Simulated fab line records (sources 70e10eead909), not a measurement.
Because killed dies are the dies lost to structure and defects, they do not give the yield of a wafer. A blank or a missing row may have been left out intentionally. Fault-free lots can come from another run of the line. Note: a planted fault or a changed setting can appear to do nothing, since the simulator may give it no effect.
What tool caused it? ; flow nand-harc ; Sampling: 7 lots, 20 wafers, 2 of 1302 route steps

## WHAT EACH GAUGE READ, for each wafer
NHARC_A_ONON_D2_THK_MEAS_08: measures by ellipsometry.
lot;measured;on;thk-nm (nm)
L578;day 12 22:43;film-metro-02;985 986 987
L581;day 14 02:33;film-metro-01;992 994 992
L584;day 15 12:14;film-metro-02;990 991 990
L589;day 17 03:14;film-metro-01;997 998 999
L590;day 17 15:51;film-metro-02;1011 1010 1010
L596;day 20 06:11;film-metro-01;1014 1549
L599;day 21 02:01;film-metro-02;1002 1003 1001

## WHAT TOOL EACH LOT RAN ON (gives the tool, then ch and the chambers of the sampled wafers, and finally the start)
lot;NHARC_A_ONON_D2_DEP_06
L578;pecvd-onon-04 ch 0, day 12 22:16
L581;pecvd-onon-03 ch 0, day 14 02:02
L584;pecvd-onon-03 ch 0, day 15 11:43
L589;pecvd-onon-04 ch 0, day 17 02:43
L590;pecvd-onon-01 ch 0, day 17 15:31
L596;pecvd-onon-03 ch 0, day 20 05:47
L599;pecvd-onon-01 ch 0, day 21 01:31
- NHARC_A_ONON_D2_DEP_06: target thk 1000 nm.

## THE ANSWER, worked out from the rows above alone
Rule: what is usual is taken from the lots themselves. The widest of any qualifying gaps counts: lots, ordered by their means at a reading, are off when they make up no more than a third of the lots, leave a main group of 4 or more, and stand apart from it by 3 or more times the standard deviation of that group's means. Not used: any main group whose means are identical at the precision the tables above print for the reading. Also off: a lot with no number at a reading for which 4 or more lots have one. All remaining lots with rows at the step are treated as sound.
Off: L596 (NHARC_A_ONON_D2_THK_MEAS_08, thk-nm). The main group has a mean of 997 nm with a standard deviation of 8.
If a tool, at a process step before that reading, ran all the lots that are off and no sound lot after the first of them, it fits. The gauges at NHARC_A_ONON_D2_THK_MEAS_08 are tried like those tools. Undecided on this evidence; 2 tools fit (pecvd-onon-03 at NHARC_A_ONON_D2_DEP_06, film-metro-01 at NHARC_A_ONON_D2_THK_MEAS_08).

## WHAT THE SIMULATOR HAD PUT IN
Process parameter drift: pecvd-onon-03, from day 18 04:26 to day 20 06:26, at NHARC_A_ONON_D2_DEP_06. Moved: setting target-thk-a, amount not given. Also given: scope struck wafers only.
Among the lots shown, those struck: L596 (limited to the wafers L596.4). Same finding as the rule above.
